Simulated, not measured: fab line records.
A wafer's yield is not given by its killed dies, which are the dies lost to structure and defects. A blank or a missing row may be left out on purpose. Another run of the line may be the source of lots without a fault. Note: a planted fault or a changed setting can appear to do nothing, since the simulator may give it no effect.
Chamber matching	flow nand_harc	NHARC_A_CONTACT_DEP_58 on pecvd-04 has 3 sister chambers
The step deposits SiON, target thk 90 nm. 3 wafers are shown with their chamber, then 10 later ones without.

## WAFERS PAIRED WITH THEIR CHAMBERS
wafer	chamber	heater_power_w (W)
L083.6	1	727
L085.2	2	844
L085.4	0	709

## WAFERS WITH NO CHAMBER GIVEN
wafer	heater_power_w (W)
L085.6	804
L087.1	681
L087.2	787
L087.5	696
L089.1	703
L089.4	742
L089.5	725
L096.1	836
L096.3	706
L096.4	717

## WHICH CHAMBER EACH WENT THROUGH
wafer	from the rows above	in truth
L085.6	can't be placed: 2 or 1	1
L087.1	can't be placed: 0 or 1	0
L087.2	can't be placed: 2 or 1 or 0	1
L087.5	can't be placed: 0 or 1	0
L089.1	can't be placed: 0 or 1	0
L089.4	can't be placed: 1 or 0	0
L089.5	can't be placed: 1 or 0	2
L096.1	2	2
L096.3	can't be placed: 0 or 1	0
L096.4	can't be placed: 0 or 1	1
Correctly placed: 1 of 10. These rows do not allow placing 9 (true chamber among the candidates in 8). Number placed wrongly: 0.
How it was worked out, from the rows above alone: a wafer's distance from a chamber is the root of the sum, over the readings, of the square of ((its reading less the chamber's mean) divided by the reading's scatter). The wafer belongs to the nearest chamber; if the next one is less than 2 further off, it can't be placed. For every chamber, the mean is computed from those of its wafers that are shown. The scatter: root of mean squared gap, hidden wafer to nearest shown wafer, with one shown wafer a chamber.
